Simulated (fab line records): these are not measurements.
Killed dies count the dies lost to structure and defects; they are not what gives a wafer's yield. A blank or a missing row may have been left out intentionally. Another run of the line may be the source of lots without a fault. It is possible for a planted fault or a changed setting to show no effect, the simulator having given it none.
Which tool did it? || flow nandHarc || 13 lots with 39 wafers sampled at 5 steps, on a route of 1302 steps

== WHAT THE GAUGES SHOWED, per wafer ==
NHARC_A_SLIT_CD_MEAS_21.
{"lot": "L937", "measured": "day 20 20:21", "on": "cdSem-03", "cdNm (nm)": "289.5 290.2 290.2"}
{"lot": "L939", "measured": "day 21 07:17", "on": "cdSem-02", "cdNm (nm)": "290.1 290.0 290.1"}
{"lot": "L938", "measured": "day 21 08:40", "on": "cdSem-03", "cdNm (nm)": "290.7 290.3 289.7"}
{"lot": "L941", "measured": "day 21 22:48", "on": "cdSem-01", "cdNm (nm)": "288.9 290.0 290.5"}
{"lot": "L940", "measured": "day 22 00:33", "on": "cdSem-01", "cdNm (nm)": "290.0 289.8 290.3"}
{"lot": "L944", "measured": "day 23 12:26", "on": "cdSem-02", "cdNm (nm)": "290.3 290.1 289.2"}
{"lot": "L943", "measured": "day 23 16:02", "on": "cdSem-01", "cdNm (nm)": "289.7 289.7 289.7"}
{"lot": "L946", "measured": "day 24 02:38", "on": "cdSem-03", "cdNm (nm)": "289.7 290.0 289.4"}
{"lot": "L945", "measured": "day 24 05:30", "on": "cdSem-02", "cdNm (nm)": "290.6 290.1 289.2"}
{"lot": "L948", "measured": "day 24 23:12", "on": "cdSem-01", "cdNm (nm)": "289.3 288.7 290.4"}
{"lot": "L951", "measured": "day 27 01:24", "on": "cdSem-01", "cdNm (nm)": "290.5 289.1 289.1"}
{"lot": "L954", "measured": "day 27 12:58", "on": "cdSem-03", "cdNm (nm)": "289.9 290.3 290.3"}
{"lot": "L955", "measured": "day 27 21:25", "on": "cdSem-03", "cdNm (nm)": "290.0 289.3 290.5"}

NHARC_A_SIN_REMOVE_INSPECT_04.
{"lot": "L937", "measured": "day 21 02:59", "on": "defectInspect-02", "rawDefectCount": "556 373 320"}
{"lot": "L939", "measured": "day 21 13:50", "on": "defectInspect-02", "rawDefectCount": "543 474 491"}
{"lot": "L938", "measured": "day 21 13:50", "on": "defectInspect-01", "rawDefectCount": "367 342 325"}
{"lot": "L941", "measured": "day 22 05:28", "on": "defectInspect-02", "rawDefectCount": "368 390 417"}
{"lot": "L940", "measured": "day 22 07:14", "on": "defectInspect-02", "rawDefectCount": "325 286 334"}
{"lot": "L944", "measured": "day 23 19:04", "on": "defectInspect-01", "rawDefectCount": "396 301 305"}
{"lot": "L943", "measured": "day 23 23:02", "on": "defectInspect-01", "rawDefectCount": "493 452 333"}
{"lot": "L946", "measured": "day 24 09:18", "on": "defectInspect-02", "rawDefectCount": "521 530 557"}
{"lot": "L945", "measured": "day 24 12:09", "on": "defectInspect-02", "rawDefectCount": "501 295 308"}
{"lot": "L948", "measured": "day 25 05:46", "on": "defectInspect-01", "rawDefectCount": "323 606 449"}
{"lot": "L951", "measured": "day 27 06:46", "on": "defectInspect-02", "rawDefectCount": "286 370 319"}
{"lot": "L954", "measured": "day 27 19:10", "on": "defectInspect-02", "rawDefectCount": "272 300 250"}
{"lot": "L955", "measured": "day 28 04:06", "on": "defectInspect-01", "rawDefectCount": "304 306 399"}

NHARC_END_SORT_01.
{"lot": "L939", "measured": "day 25 14:19", "on": "prober-02", "killedAtArray": "62 66 58", "killedAtOther": "0 2 0", "killedAtPeriphery": "2 3 2", "killedDies": "64 71 60", "killedOpen": "3 3 2", "killedShort": "3 3 2"}
{"lot": "L944", "measured": "day 27 22:13", "on": "prober-01", "killedAtArray": 42, "killedAtOther": 3, "killedAtPeriphery": 1, "killedDies": 46, "killedOpen": 1, "killedShort": 1}
{"lot": "L946", "measured": "day 28 12:16", "on": "prober-01", "killedAtArray": "64 90 66", "killedAtOther": "0 0 1", "killedAtPeriphery": "6 4 6", "killedDies": "70 94 73", "killedOpen": "2 4 4", "killedShort": "0 2 1"}

== WHICH TOOL RAN EACH LOT (tool, then ch and the chambers of the sampled wafers, then the start) ==
{"lot": "L937", "NHARC_A_SLIT_ETCH_24": "rieDiel-01 ch 0,1,2, day 20 14:10", "NHARC_A_WL_FILL_ETCHBACK_04": "rieMetal-02 ch 0,1, day 21 04:23"}
{"lot": "L939", "NHARC_A_SLIT_ETCH_24": "rieDiel-10 ch 1,3, day 21 01:05", "NHARC_A_WL_FILL_ETCHBACK_04": "rieMetal-03 ch 0,1, day 21 15:11"}
{"lot": "L938", "NHARC_A_SLIT_ETCH_24": "rieDiel-04 ch 1,2,3, day 21 02:06", "NHARC_A_WL_FILL_ETCHBACK_04": "rieMetal-02 ch 0,1, day 21 15:14"}
{"lot": "L941", "NHARC_A_SLIT_ETCH_24": "rieDiel-01 ch 1,2, day 21 16:35", "NHARC_A_WL_FILL_ETCHBACK_04": "rieMetal-02 ch 0,1, day 22 07:05"}
{"lot": "L940", "NHARC_A_SLIT_ETCH_24": "rieDiel-04 ch 0,1,3, day 21 18:17", "NHARC_A_WL_FILL_ETCHBACK_04": "rieMetal-01 ch 0, day 22 08:47"}
{"lot": "L944", "NHARC_A_SLIT_ETCH_24": "rieDiel-01 ch 1,2, day 23 06:08", "NHARC_A_WL_FILL_ETCHBACK_04": "rieMetal-03 ch 0,1, day 23 20:26"}
{"lot": "L943", "NHARC_A_SLIT_ETCH_24": "rieDiel-01 ch 0,1, day 23 09:46", "NHARC_A_WL_FILL_ETCHBACK_04": "rieMetal-03 ch 0, day 24 00:23"}
{"lot": "L946", "NHARC_A_SLIT_ETCH_24": "rieDiel-04 ch 0,1,2, day 23 20:24", "NHARC_A_WL_FILL_ETCHBACK_04": "rieMetal-01 ch 0,1, day 24 10:52"}
{"lot": "L945", "NHARC_A_SLIT_ETCH_24": "rieDiel-01 ch 0,2,3, day 23 22:53", "NHARC_A_WL_FILL_ETCHBACK_04": "rieMetal-02 ch 0,1, day 24 13:31"}
{"lot": "L948", "NHARC_A_SLIT_ETCH_24": "rieDiel-10 ch 1,3, day 24 16:59", "NHARC_A_WL_FILL_ETCHBACK_04": "rieMetal-03 ch 0,1, day 25 07:09"}
{"lot": "L951", "NHARC_A_SLIT_ETCH_24": "rieDiel-01 ch 1,2, day 26 17:31", "NHARC_A_WL_FILL_ETCHBACK_04": "rieMetal-03 ch 0,1, day 27 08:26"}
{"lot": "L954", "NHARC_A_SLIT_ETCH_24": "rieDiel-04 ch 0,2,3, day 27 05:32", "NHARC_A_WL_FILL_ETCHBACK_04": "rieMetal-03 ch 0,1, day 27 22:12"}
{"lot": "L955", "NHARC_A_SLIT_ETCH_24": "rieDiel-01 ch 1,2, day 27 15:13", "NHARC_A_WL_FILL_ETCHBACK_04": "rieMetal-03 ch 0,1, day 28 07:55"}
- NHARC_A_SLIT_ETCH_24: etches the open film in CF4/CHF3, target depth 121 nm, time 60.5 s.
- NHARC_A_WL_FILL_ETCHBACK_04: etches the open film in NF3, target depth 60 nm, time 120 s.

== AS READ BY THE TOOLS THEMSELVES (means over the sampled wafers that have a number; for cases with no such wafer, the mark the record gives instead) ==
NHARC_A_SLIT_ETCH_24.
{"lot": "L937", "tool": "rieDiel-01", "biasW (W)": 199.5, "drypumpMotorCurrentA (A)": 5.9, "oesProductAu (a.u.)": 0.956, "rfVppV (V)": 369.6, "showerheadPlenumPTorr (Torr)": 1.56, "throttleValvePct (%)": 16.797}
{"lot": "L939", "tool": "rieDiel-10", "biasW (W)": 199.9, "drypumpMotorCurrentA (A)": 5.7, "oesProductAu (a.u.)": 0.949, "rfVppV (V)": 369.1, "showerheadPlenumPTorr (Torr)": 1.52, "throttleValvePct (%)": 16.801}
{"lot": "L938", "tool": "rieDiel-04", "biasW (W)": 199.8, "drypumpMotorCurrentA (A)": 5.6, "oesProductAu (a.u.)": 0.971, "rfVppV (V)": 372.8, "showerheadPlenumPTorr (Torr)": 1.63, "throttleValvePct (%)": 16.807}
{"lot": "L941", "tool": "rieDiel-01", "biasW (W)": 199.8, "drypumpMotorCurrentA (A)": 6.0, "oesProductAu (a.u.)": 0.955, "rfVppV (V)": 369.2, "showerheadPlenumPTorr (Torr)": 1.53, "throttleValvePct (%)": 16.805}
{"lot": "L940", "tool": "rieDiel-04", "biasW (W)": 199.8, "drypumpMotorCurrentA (A)": 5.7, "oesProductAu (a.u.)": 0.970, "rfVppV (V)": 373.0, "showerheadPlenumPTorr (Torr)": 1.63, "throttleValvePct (%)": 16.803}
{"lot": "L944", "tool": "rieDiel-01", "biasW (W)": 199.7, "drypumpMotorCurrentA (A)": 6.1, "oesProductAu (a.u.)": 0.975, "rfVppV (V)": 369.2, "showerheadPlenumPTorr (Torr)": 1.53, "throttleValvePct (%)": 16.803}
{"lot": "L943", "tool": "rieDiel-01", "biasW (W)": 199.6, "drypumpMotorCurrentA (A)": 6.1, "oesProductAu (a.u.)": 0.927, "rfVppV (V)": 369.9, "showerheadPlenumPTorr (Torr)": 1.57, "throttleValvePct (%)": 16.805}
{"lot": "L946", "tool": "rieDiel-04", "biasW (W)": 199.8, "drypumpMotorCurrentA (A)": 5.4, "oesProductAu (a.u.)": 0.958, "rfVppV (V)": 373.4, "showerheadPlenumPTorr (Torr)": 1.62, "throttleValvePct (%)": 16.805}
{"lot": "L945", "tool": "rieDiel-01", "biasW (W)": 199.9, "drypumpMotorCurrentA (A)": 5.8, "oesProductAu (a.u.)": 0.978, "rfVppV (V)": 370.9, "showerheadPlenumPTorr (Torr)": 1.56, "throttleValvePct (%)": 16.801}
{"lot": "L948", "tool": "rieDiel-10", "biasW (W)": 199.8, "drypumpMotorCurrentA (A)": 5.6, "oesProductAu (a.u.)": 0.985, "rfVppV (V)": 371.1, "showerheadPlenumPTorr (Torr)": 1.57, "throttleValvePct (%)": 16.798}
{"lot": "L951", "tool": "rieDiel-01", "biasW (W)": 200.4, "drypumpMotorCurrentA (A)": 5.7, "oesProductAu (a.u.)": 0.910, "rfVppV (V)": 370.5, "showerheadPlenumPTorr (Torr)": 1.54, "throttleValvePct (%)": 16.806}
{"lot": "L954", "tool": "rieDiel-04", "biasW (W)": 200.0, "drypumpMotorCurrentA (A)": 5.5, "oesProductAu (a.u.)": 0.965, "rfVppV (V)": 372.6, "showerheadPlenumPTorr (Torr)": 1.65, "throttleValvePct (%)": 16.800}
{"lot": "L955", "tool": "rieDiel-01", "biasW (W)": 200.2, "drypumpMotorCurrentA (A)": 6.0, "oesProductAu (a.u.)": 0.969, "rfVppV (V)": 369.5, "showerheadPlenumPTorr (Torr)": 1.53, "throttleValvePct (%)": 16.803}

NHARC_A_WL_FILL_ETCHBACK_04.
{"lot": "L937", "tool": "rieMetal-02", "drypumpMotorCurrentA (A)": 5.4, "oesProductAu (a.u.)": 0.992, "runLengthS (s)": 141.2}
{"lot": "L939", "tool": "rieMetal-03", "drypumpMotorCurrentA (A)": 5.4, "oesProductAu (a.u.)": 1.014, "runLengthS (s)": 141.5}
{"lot": "L938", "tool": "rieMetal-02", "drypumpMotorCurrentA (A)": 5.4, "oesProductAu (a.u.)": 0.986, "runLengthS (s)": 141.2}
{"lot": "L941", "tool": "rieMetal-02", "drypumpMotorCurrentA (A)": 5.4, "oesProductAu (a.u.)": 0.994, "runLengthS (s)": 141.5}
{"lot": "L940", "tool": "rieMetal-01", "drypumpMotorCurrentA (A)": 5.7, "oesProductAu (a.u.)": 1.014, "runLengthS (s)": 140.7}
{"lot": "L944", "tool": "rieMetal-03", "drypumpMotorCurrentA (A)": 5.7, "oesProductAu (a.u.)": 1.002, "runLengthS (s)": 141.8}
{"lot": "L943", "tool": "rieMetal-03", "drypumpMotorCurrentA (A)": 5.0, "oesProductAu (a.u.)": 1.018, "runLengthS (s)": 140.8}
{"lot": "L946", "tool": "rieMetal-01", "drypumpMotorCurrentA (A)": 5.5, "oesProductAu (a.u.)": 1.003, "runLengthS (s)": 140.8}
{"lot": "L945", "tool": "rieMetal-02", "drypumpMotorCurrentA (A)": 5.1, "oesProductAu (a.u.)": 0.987, "runLengthS (s)": 141.2}
{"lot": "L948", "tool": "rieMetal-03", "drypumpMotorCurrentA (A)": 5.4, "oesProductAu (a.u.)": 1.014, "runLengthS (s)": 141.3}
{"lot": "L951", "tool": "rieMetal-03", "drypumpMotorCurrentA (A)": 5.4, "oesProductAu (a.u.)": 1.002, "runLengthS (s)": 141.3}
{"lot": "L954", "tool": "rieMetal-03", "drypumpMotorCurrentA (A)": 5.7, "oesProductAu (a.u.)": 0.991, "runLengthS (s)": 127.0}
{"lot": "L955", "tool": "rieMetal-03", "drypumpMotorCurrentA (A)": 5.4, "oesProductAu (a.u.)": 0.999, "runLengthS (s)": 126.4}

== THE ANSWER, worked out from the rows above alone ==
Rule: the usual values come from the lots themselves. The widest of any qualifying gaps counts: lots, ordered by their means at a reading, are off when they make up no more than a third of the lots, leave a main group of 4 or more, and stand apart from it by 3 or more times the standard deviation of that group's means. A main group is skipped when, at the precision printed for the reading in the tables above, its means are all equal. A lot without any number at a reading at which 4 lots or more have one is off too. The other lots that the step has rows for count as sound. The gauges are gone through in route order, then the tools' own readings, and for those a lot's mean is taken as printed above. At the first step where some lot is off, the reading lying furthest off is the one used; lots without a number count as furthest.
Off, at NHARC_A_WL_FILL_ETCHBACK_04 on runLengthS: L954, L955. The main group has a mean of 141.2 s with a standard deviation of 0.32.
A tool fits if, at that step or a process step before it, it ran every lot that is off, and no sound lot after the first of them. One fits: NHARC_A_WL_FILL_ETCHBACK_04 on rieMetal-03. A fault onset in the window from L951 (day 27 08:26, its last sound lot) to L954 (day 27 22:12, its first lot off) fits.
The tool's own readings at NHARC_A_WL_FILL_ETCHBACK_04 bear it out: on the lots that are off they differ by more than 5 times the standard deviation of the sound lots' means. runLengthS reads 126.7 s there against 141.2 s on the sound lots.

== WHAT HAD BEEN PUT IN BY THE SIMULATOR ==
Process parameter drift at NHARC_A_WL_FILL_ETCHBACK_04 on rieMetal-03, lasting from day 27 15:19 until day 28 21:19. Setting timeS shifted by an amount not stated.
Lots struck among those shown: L954, L955. The rule above reached the same finding.
